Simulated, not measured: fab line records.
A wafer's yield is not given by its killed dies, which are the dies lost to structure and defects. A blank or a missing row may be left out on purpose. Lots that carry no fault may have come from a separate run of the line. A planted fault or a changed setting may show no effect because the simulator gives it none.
Chamber matching | flow n5Finfet | N5_BEOL_M10_STRIP_67 on rieDiel-06: 4 sister chambers
The step strips in CF4. 8 wafers are shown with their chamber, then 7 later ones without.

WAFERS, EACH WITH ITS CHAMBER
wafer  | chamber | throttleValvePct (%) | oesProductAu (a.u.)
L074.6 | 2       | 13.85                | 0.74
L075.1 | 0       | 13.14                | 0.92
L079.1 | 1       | 13.75                | 0.86
L079.4 | 1       | 13.73                | 0.86
L080.4 | 3       | 13.55                | 0.82
L080.5 | 2       | 13.89                | 0.73
L083.2 | 0       | 13.17                | 0.89
L083.3 | 3       | 13.56                | 0.81

WAFERS WITHOUT THEIR CHAMBER
wafer  | throttleValvePct (%) | oesProductAu (a.u.)
L083.5 | 13.17                | 0.89
L089.1 | 13.22                | 0.86
L089.3 | 13.94                | 0.71
L089.5 | 13.59                | 0.80
L091.2 | 13.81                | 0.83
L091.4 | 13.59                | 0.80
L091.6 | 13.82                | 0.83

THE CHAMBER EACH PASSED THROUGH
wafer  | from the rows above | in truth
L083.5 | 0                   | 0
L089.1 | 0                   | 0
L089.3 | 2                   | 2
L089.5 | 3                   | 3
L091.2 | 1                   | 1
L091.4 | 3                   | 3
L091.6 | 1                   | 1
Placed correctly: 7 of 7. Left unplaced by these rows: 0. 0 placed wrongly.
How it was worked out, from the rows above alone: a wafer's distance from a chamber is the root of the sum, over the readings, of the square of ((its reading less the chamber's mean) divided by the reading's scatter). The wafer belongs to the nearest chamber; if the next one is less than 2 further off, it can't be placed. For every chamber, the mean is computed from those of its wafers that are shown. How the scatter is found: for the shown wafers, subtract from each reading the mean of its chamber, square and add these, divide the total by (wafers less chambers), then take the root.
